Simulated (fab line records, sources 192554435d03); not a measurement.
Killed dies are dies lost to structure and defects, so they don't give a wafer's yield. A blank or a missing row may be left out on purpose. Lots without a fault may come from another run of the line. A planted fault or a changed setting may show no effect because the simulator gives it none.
Chamber matching | flow n5_finfet | N5_BEOL_M7_STRIP_67 on rie_diel-03: 4 sister chambers
The step strips in CF4. 4 wafers are shown with their chamber, then 7 later ones without.

WAFERS WITH THEIR CHAMBER
wafer  | chamber | showerhead_plenum_p_Torr (Torr)
L602.3 | 2       | 1.86
L605.1 | 0       | 1.78
L606.2 | 3       | 1.89
L606.4 | 1       | 1.73

WAFERS WITHOUT THEIR CHAMBER
wafer  | showerhead_plenum_p_Torr (Torr)
L606.5 | 1.73
L617.1 | 1.77
L617.4 | 1.85
L617.5 | 1.77
L620.2 | 1.88
L620.3 | 1.77
L620.6 | 1.88

WHICH CHAMBER EACH WENT THROUGH
wafer  | from the rows above     | in truth
L606.5 | 1                       | 1
L617.1 | 0                       | 0
L617.4 | 2                       | 2
L617.5 | 0                       | 0
L620.2 | can't be placed: 3 or 2 | 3
L620.3 | 0                       | 0
L620.6 | can't be placed: 3 or 2 | 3
Placed correctly: 5 of 7. Can't be placed from these rows: 2 (the true chamber is among the candidates in 2). Placed wrongly: 0.
How it was worked out, from the rows above alone: a wafer's distance from a chamber is the root of the sum, over the readings, of the square of ((its reading less the chamber's mean) divided by the reading's scatter). The wafer belongs to the nearest chamber; if the next one is less than 2 further off, it can't be placed. A chamber's mean is the mean of its shown wafers. The scatter: with one shown wafer a chamber, the root of the mean of the squares of how far each hidden wafer lies from its nearest shown one.
